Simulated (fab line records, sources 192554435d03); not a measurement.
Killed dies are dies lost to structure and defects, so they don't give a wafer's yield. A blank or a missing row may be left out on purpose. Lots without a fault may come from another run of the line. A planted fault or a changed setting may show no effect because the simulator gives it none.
Problem report in the 8D (eight disciplines) form, filled by code | flow n5_finfet | the parts of the form that need people (team, actions taken, sign-off) are left out

1. THE PROBLEM
raw_defect_count at N5_STI_FIN_REVEAL_INSPECT_13 reads a mean of 1443 on 1 wafer of 1 lot; wafers without a fault read 12 with a standard deviation of 5.2. That is +99 or more standard deviations from the usual mean.
The step: inspects for defects (darkfield).
First seen on wafer L347.2, day 7 01:25, on defect_inspect-02. The record holds 24 wafers of 8 lots with a number at this step. Rule for "out", or "out of limits": more than 4 standard deviations from the usual mean. The other wafers with a number count as sound.

2. WHAT IT IS AND WHAT IT IS NOT
question                    | is                | is not
which readings at this step | raw_defect_count  | -
which lots                  | L347              | L333, L334, L336, L339, L340, L351, L352
which wafers of those lots  | L347.2            | L347.5, L347.6
read on which gauges        | defect_inspect-02 | defect_inspect-01
when                        | from day 7 01:25  | up to then (17 sound wafers); but 6 sound wafers of L351, L352 came after

3. SUSPECTS, AND WHAT RULES EACH OUT
Counting: a tool at a process step up to the reading stays a suspect if it ran every lot that is out. Sound lots after the first of them don't rule it out here, since some wafers of a struck lot are sound.
- the gauge at N5_STI_FIN_REVEAL_INSPECT_13: ruled out. All the wafers that are out were read on defect_inspect-02, but those of them that N5_PASSIVATION_PROBE_49 has rows for are out there too, on other tools.
- rie_diel-03 at N5_FIN_CUT_ETCH_30 (etches underlayer in N2/H2, target depth 13 nm, time 10.4 s): kept. It ran the lot that is out, L347 (day 6 15:15); its last sound lot up to then is L340 (day 4 20:33).
- rie_diel-02 at N5_STI_FIN_REVEAL_ETCHBACK_08 (etches SiO2 in C4F6/O2, target depth 30.5 nm, time 10.167 s): kept. It ran the lot that is out, L347 (day 6 22:21); its last sound lot up to then is L339 (day 4 21:43).
- wet_bench-02 at N5_STI_FIN_REVEAL_STRIP_16 (strips SiNx in H3PO4, target depth 23.8 nm): kept. It ran the lot that is out, L347 (day 7 00:14); its last sound lot up to then is L339 (day 4 23:53).
- plasma_asher-02 at N5_STI_FIN_REVEAL_OXIDATION_33 (chemistry O2 PLASMA REMOTE, time 20 s): kept. It ran the lot that is out, L347 (day 7 01:08); its last sound lot up to then is L340 (day 5 06:54).
- Within rie_diel-03 at N5_FIN_CUT_ETCH_30: the wafers that are out ran in chamber 0; their sound lot-mates ran in chambers 2, 3.
Left after counting: rie_diel-03 at N5_FIN_CUT_ETCH_30, rie_diel-02 at N5_STI_FIN_REVEAL_ETCHBACK_08, wet_bench-02 at N5_STI_FIN_REVEAL_STRIP_16, plasma_asher-02 at N5_STI_FIN_REVEAL_OXIDATION_33.

4. THE CAUSE (what the simulator had put in)
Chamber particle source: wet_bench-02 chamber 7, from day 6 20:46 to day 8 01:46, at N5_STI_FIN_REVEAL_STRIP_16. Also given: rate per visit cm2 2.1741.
Counting left 4 suspects, and this tool is among them.

5. THE CHAIN OF EFFECTS, in route order
Each row: a reading whose mean over the struck wafers that have a number lies more than 3 standard deviations from the usual. Only readings for which the record gives a usual standard deviation are gone through. hours: the time from each lot's start at the first step in this table that gives one to its start at this step, as a median over the lots. sigmas: the change in usual standard deviations.
hours | step                         | reading              | usual  | on struck wafers | change | sigmas
0     | N5_STI_FIN_REVEAL_INSPECT_13 | raw_defect_count     | 12     | 1443             | +1431  | +99 or more
247   | N5_PASSIVATION_PROBE_49      | defect_limited_yield | 91.1 % | 83.3             | -7.8   | -5.6
247   | N5_PASSIVATION_PROBE_49      | killed_at_front_end  | 44     | 137              | +93    | +7.8
247   | N5_PASSIVATION_PROBE_49      | killed_dies          | 104    | 197              | +93    | +5.5
247   | N5_PASSIVATION_PROBE_49      | killed_on_rim        | 14     | 31               | +17    | +4.4
247   | N5_PASSIVATION_PROBE_49      | sort_bin_5_function  | 5.2 %  | 9.2              | +4.0   | +4.1
247   | N5_PASSIVATION_PROBE_49      | sort_n_pass          | 1075   | 983              | -92    | -5.4
247   | N5_PASSIVATION_PROBE_49      | sort_yield_pct       | 91.1 % | 83.3             | -7.8   | -5.6
The process steps in it:
- N5_PASSIVATION_PROBE_49
Later measuring or inspecting steps at which every struck wafer that the step has a row for has a number for every such reading, and none has moved that far: N5_BEOL_M4_RC_MEAS_101.

6. WHAT WOULD HAVE CAUGHT IT SOONER
In this record the first reading out of limits at a measuring or inspecting step was taken at day 7 01:25, 5 hours after the fault began at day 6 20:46.
All the lots that are out (1) had begun N5_STI_FIN_REVEAL_STRIP_16 on wet_bench-02 by day 7 01:25. A hold on the tool at that time would have spared none of them.
